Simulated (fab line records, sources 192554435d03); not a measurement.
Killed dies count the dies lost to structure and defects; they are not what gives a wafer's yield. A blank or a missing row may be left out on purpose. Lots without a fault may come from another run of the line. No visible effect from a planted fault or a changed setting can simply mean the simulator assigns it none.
Matching of chambers | flow n5-finfet | 3 sister chambers for N5_HKMG_FIN_CVD_62 on thermal-cvd-si-01
The step deposits a-Si from Si2H6, target thk 3 nm, time 20.8 s. 6 wafers are shown with their chamber, then 12 later ones without.

== WAFERS PAIRED WITH THEIR CHAMBERS ==
wafer  | chamber | heater-power-w (W) | heater-power-outer-w (W)
L086.2 | 1       | 1181               | 754
L086.5 | 1       | 1178               | 729
L088.3 | 0       | 1789               | 1152
L090.3 | 2       | 1548               | 1020
L090.4 | 0       | 1778               | 1121
L090.5 | 2       | 1489               | 1008

== WAFERS WITHOUT THEIR CHAMBER ==
wafer  | heater-power-w (W) | heater-power-outer-w (W)
L092.1 | 1518               | 1000
L092.3 | 1790               | 1151
L092.5 | 1161               | 743
L094.1 | 1168               | 758
L094.2 | 1756               | 1134
L094.5 | 1168               | 770
L097.1 | 1139               | 743
L097.2 | 1755               | 1129
L097.3 | 1536               | 1017
L097.4 | 1484               | 991
L097.5 | 1775               | 1148
L097.6 | 1160               | 752

== EACH ONE'S CHAMBER ==
wafer  | from the rows above | in truth
L092.1 | 2                   | 2
L092.3 | 0                   | 0
L092.5 | 1                   | 1
L094.1 | 1                   | 1
L094.2 | 0                   | 0
L094.5 | 1                   | 1
L097.1 | 1                   | 1
L097.2 | 0                   | 0
L097.3 | 2                   | 2
L097.4 | 2                   | 2
L097.5 | 0                   | 0
L097.6 | 1                   | 1
12 of 12 placed correctly. Number that these rows cannot place: 0. Wrongly placed: 0.
How it was worked out, from the rows above alone: a wafer's distance from a chamber is the root of the sum, over the readings, of the square of ((its reading less the chamber's mean) divided by the reading's scatter). If the next closest chamber is less than 2 further off than the closest, the wafer can't be placed; otherwise it belongs to the closest. A chamber's mean is the mean of its shown wafers. How the scatter is found: for the shown wafers, subtract from each reading the mean of its chamber, square and add these, divide the total by (wafers less chambers), then take the root.
